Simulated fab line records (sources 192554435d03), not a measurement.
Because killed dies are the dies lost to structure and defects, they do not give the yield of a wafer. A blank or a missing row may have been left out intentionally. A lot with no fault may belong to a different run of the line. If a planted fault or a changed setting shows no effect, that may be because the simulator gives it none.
Split-lot study -- flow n5-finfet -- 21 wafers read from 7 lots, route of 1938 steps

== SPLIT DETAILS ==
At N5_BEOL_M3_VIA_ETCH_34 (etches the open film in C4F6/O2, target depth 69.4 nm, time 65.9 s), the setting time-s was moved away from the recipe's 65.9 s on 8 of the 21 wafers read, by +14.4% to +22.4%. The other wafers ran this setting at the recipe's value.

The reading is taken at the split's own step.

== THE READING ==
SOC_of_BEOL_M3_COAT_67.thk-nm (the simulator's own value, which no gauge read), in nm, at N5_BEOL_M3_VIA_ETCH_34 (etches the open film in C4F6/O2, target depth 69.4 nm, time 65.9 s). The file does not state a usual value for it. Average 51.9 nm, standard deviation 0.32 nm, over the 13 wafers here run with the recipe.

wafer,"tool, chamber at the split","time-s as run, s",against the recipe,"SOC_of_BEOL_M3_COAT_67.thk-nm, nm",against lot-mates on the recipe
L078.1,"rie-diel-06, 3",65.9,recipe,51.4,-
L078.2,"rie-diel-06, 0",65.9,recipe,51.6,-
L078.3,"rie-diel-06, 1",80.64,+22.4%,49.8,-1.7
L081.1,"rie-diel-02, 1",75.85,+15.1%,50,-1.8
L081.3,"rie-diel-02, 2",65.9,recipe,51.8,-
L081.6,"rie-diel-02, 3",75.85,+15.1%,50.2,-1.6
L089.3,"rie-diel-02, 1",76.45,+16.0%,50.6,-1.4
L089.5,"rie-diel-02, 1",65.9,recipe,52,-
L089.6,"rie-diel-02, 0",76.45,+16.0%,51,-1.0
L090.1,"rie-diel-06, 1",65.9,recipe,52.2,-
L090.5,"rie-diel-06, 1",65.9,recipe,52.2,-
L090.6,"rie-diel-06, 2",65.9,recipe,52.2,-
L094.1,"rie-diel-02, 1",75.37,+14.4%,50.6,-1.2
L094.2,"rie-diel-02, 3",75.37,+14.4%,50.8,-1.0
L094.5,"rie-diel-02, 1",65.9,recipe,51.8,-
L096.1,"rie-diel-02, 1",65.9,recipe,51.8,-
L096.2,"rie-diel-02, 3",78.23,+18.7%,50,-1.6
L096.4,"rie-diel-02, 1",65.9,recipe,51.4,-
L097.1,"rie-diel-06, 0",65.9,recipe,52.2,-
L097.2,"rie-diel-06, 3",65.9,recipe,52.2,-
L097.3,"rie-diel-06, 2",65.9,recipe,52.4,-

FIT RESULTS
A straight line over all 21 wafers: SOC_of_BEOL_M3_COAT_67.thk-nm changes by -0.0949 nm for each +1% of time-s; r = -0.93; the points scatter about the line by 0.33 nm.
The same after taking each lot's own level away (the mean of its wafers on the recipe; 21 wafers): -0.0844 nm for each +1%; r = -0.97; scatter 0.19 nm.
According to that fit, moving time-s by its largest amount changes the reading by 1.9 nm.
From 51.50 to 52.27 nm: that is the span of the lots' own levels, equal to 2.4 times the standard deviation above.
So the lot-to-lot level changes the slope: the two fits differ.
Check: with one of the wafers moved furthest among these (+22.4%) left out of the fit, the line predicts -1.95 nm for it against its lot-mates. Against them it came out at -1.7 nm.

== THESE WAFERS: OTHER SPLITS ==
Other splits were also applied to these wafers ahead of the reading. Each is held against what the fit with the lots' levels taken away leaves over:
other split on the same wafers,wafers away from the commonest value,r with SOC_of_BEOL_M3_COAT_67.thk-nm (lot level and that fit taken away)
N5_MOL_CONTACT_COAG_VIA_ETCH_46 bias-w,6,-0.30
N5_BEOL_M0_ETCH_138 source-w,11,+0.28
N5_BEOL_M0_TRENCH_ETCH_107 target-depth-a,5,+0.04
N5_BEOL_M1_ALD_98 ald-cycles,9,-0.01

== THE WHOLE CHAIN: every reading that the file lists as answering this split, in the file's order ==
step,what it does,reading,change (the file's fit),r (the file's)
N5_BEOL_M3_VIA_ETCH_34,"etches the open film in C4F6/O2, target depth 69.4 nm, time 65.9 s","etch.depth-nm (the simulator's own value, which no gauge read)",+0.722 nm for each +1% of the setting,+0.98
N5_BEOL_M3_VIA_ETCH_34,"etches the open film in C4F6/O2, target depth 69.4 nm, time 65.9 s","SOC_of_BEOL_M3_COAT_67.thk-nm (the simulator's own value, which no gauge read)",-0.0835 nm for each +1% of the setting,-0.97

== THE FILE'S OWN FIT ==
SOC_of_BEOL_M3_COAT_67.thk-nm changes by -0.0835 nm for each +1% of time-s, r = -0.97.
